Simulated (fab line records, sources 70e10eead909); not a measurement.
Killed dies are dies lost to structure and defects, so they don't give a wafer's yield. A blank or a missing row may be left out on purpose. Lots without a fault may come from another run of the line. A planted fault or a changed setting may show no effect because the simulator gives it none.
Problem report in the 8D (eight disciplines) form, filled by code | flow nand_harc | the parts of the form that need people (team, actions taken, sign-off) are left out

1. THE PROBLEM
thk_nm at NHARC_A_M1_THK_MEAS_24 reads a mean of 30.3 nm on 6 wafers of 2 lots; wafers without a fault read 154.3 nm with a standard deviation of 1.5. That is -83 standard deviations from the usual mean.
The step: measures by xrf.
First seen on wafer L760.2, day 24 19:19, on film_metro-01. The record holds 33 wafers of 11 lots with a number at this step. Rule for "out", or "out of limits": more than 4 standard deviations from the usual mean. The other wafers with a number count as sound.

2. WHAT IT IS AND WHAT IT IS NOT
question                    | is                     | is not
which readings at this step | thk_nm                 | -
which lots                  | L759, L760             | L757, L762, L768, L769, L770, L771, L772, L773, L776
which wafers of those lots  | all that have a number | -
read on which gauges        | film_metro-01          | film_metro-02
when                        | from day 24 19:19      | up to then (3 sound wafers); but 24 sound wafers of L762, L768, L769, L770, L771, L772, L773, L776 came after

3. SUSPECTS, AND WHAT RULES EACH OUT
Counting: a tool at a process step up to the reading stays a suspect if it ran every lot that is out and no sound lot after the first of them.
- the gauge at NHARC_A_M1_THK_MEAS_24: ruled out. All the wafers that are out were read on film_metro-01, but those of them that NHARC_A_M1_CMP_23 has rows for are out there too, on other tools.
- rie_diel-04 at NHARC_A_M1_ETCH_28 (etches the open film in CF4/N2, target depth 30 nm, time 72.99 s): ruled out as a lasting fault. Sound lots L769 ran on it after its first lot that is out, L760 (day 24 18:11). NHARC_A_M1_ETCH_28 gives no start for some lots, so the hours and the order of its lots are those of NHARC_A_M1_ECD_22.
- ecd_cu-02 at NHARC_A_M1_ECD_22 (material Cu, target thk 400 nm): ruled out as a lasting fault. Sound lots L762, L768, L769, L770, L771, L772, L776 ran on it after its first lot that is out, L760 (day 24 18:11).
Left after counting: nothing in the record.

4. THE CAUSE (what the simulator had put in)
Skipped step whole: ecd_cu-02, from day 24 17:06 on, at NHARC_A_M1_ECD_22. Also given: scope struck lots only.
Counting ruled it out, wrongly: the rule takes a fault to strike every lot that its tool runs from its start on, and this one did not.

5. THE CHAIN OF EFFECTS, in route order
Each row: a reading whose mean over the struck wafers that have a number lies more than 3 standard deviations from the usual. Only readings for which the record gives a usual standard deviation are gone through. hours: the time from each lot's start at the first step in this table that gives one to its start at this step, as a median over the lots. sigmas: the change in usual standard deviations.
hours | step                   | reading              | usual    | on struck wafers | change | sigmas
0     | NHARC_A_M1_CMP_23      | time_to_endpoint_s   | 28.3 s   | 1.9              | -26.4  | -11
0     | NHARC_A_M1_THK_MEAS_24 | thk_nm               | 154.3 nm | 30.3             | -124.0 | -83
31    | NHARC_END_SORT_01      | defect_limited_yield | 91.5 %   | 0.0              | -91.5  | -32
31    | NHARC_END_SORT_01      | killed_at_array      | 53       | 670              | +617   | +31
31    | NHARC_END_SORT_01      | killed_dies          | 58       | 677              | +619   | +31
31    | NHARC_END_SORT_01      | sort_bin_2_pct       | 3.1 %    | 94.4             | +91.3  | +70
31    | NHARC_END_SORT_01      | sort_n_pass          | 619      | 0                | -619   | -31
31    | NHARC_END_SORT_01      | sort_rim_yield_pct   | 92 %     | 0                | -92    | -23
31    | NHARC_END_SORT_01      | sort_yield_pct       | 91.5 %   | 0.0              | -91.5  | -32
The process steps in it:
- NHARC_A_M1_CMP_23: polishes, t overpolish 20 s, target thk 154.34 nm.
Readings that are blank on the struck wafers while sound wafers have them: bath_heat_duty_pct at NHARC_A_M1_ECD_22; bath_temp_c at NHARC_A_M1_ECD_22.

6. WHAT WOULD HAVE CAUGHT IT SOONER
In this record the first reading out of limits at a measuring or inspecting step was taken at day 24 19:19, 2 hours after the fault began at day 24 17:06.
At NHARC_A_M1_ECD_22 the tool's readings are blank on the struck wafers, where sound wafers have them: an empty tool record is the first sign, and it was there at once.
